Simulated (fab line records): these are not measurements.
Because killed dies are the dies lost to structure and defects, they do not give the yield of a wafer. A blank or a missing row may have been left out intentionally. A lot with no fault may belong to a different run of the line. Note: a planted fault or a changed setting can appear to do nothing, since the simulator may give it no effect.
What tool caused it?    flow n5Finfet    at 1 step of a route of 1938, 12 lots with 36 wafers sampled

## WHAT THE GAUGES SHOWED, per wafer
N5_BEOL_M13_OCD_MEAS_35.
lot   measured      on      trenchDepthNm (nm)
L075  day 10 21:11  ocd-01  411 425 417
L078  day 11 11:17  ocd-01  414 404 407
L080  day 11 19:07  ocd-01  428 415 424
L082  day 12 19:24  ocd-01  409 412 422
L083  day 13 01:32  ocd-01  398 410 397
L086  day 13 09:30  ocd-02  414 399 404
L087  day 13 23:34  ocd-01  411 413 412
L088  day 14 15:28  ocd-02  417 429 418
L090  day 15 01:05  ocd-01  429 427 414
L094  day 15 18:34  ocd-01  420 409 414
L095  day 16 10:48  ocd-01  404 421 414
L096  day 16 15:41  ocd-01  415 404 419

## WHICH TOOL RAN EACH LOT (tool, then ch and the chambers of the sampled wafers, then the start)
Record: no process step prior to these readings.

## THE ANSWER, worked out from the rows above alone
Rule: the lots themselves supply what counts as usual. The widest of any qualifying gaps counts: lots, ordered by their means at a reading, are off when they make up no more than a third of the lots, leave a main group of 4 or more, and stand apart from it by 3 or more times the standard deviation of that group's means. Not used: any main group whose means are identical at the precision the tables above print for the reading. A lot without any number at a reading at which 4 lots or more have one is off too. The other lots that the step has rows for count as sound.
Nothing can be told from this: no lot is off at any reading shown.

## WHAT THE SIMULATOR HAD INSERTED
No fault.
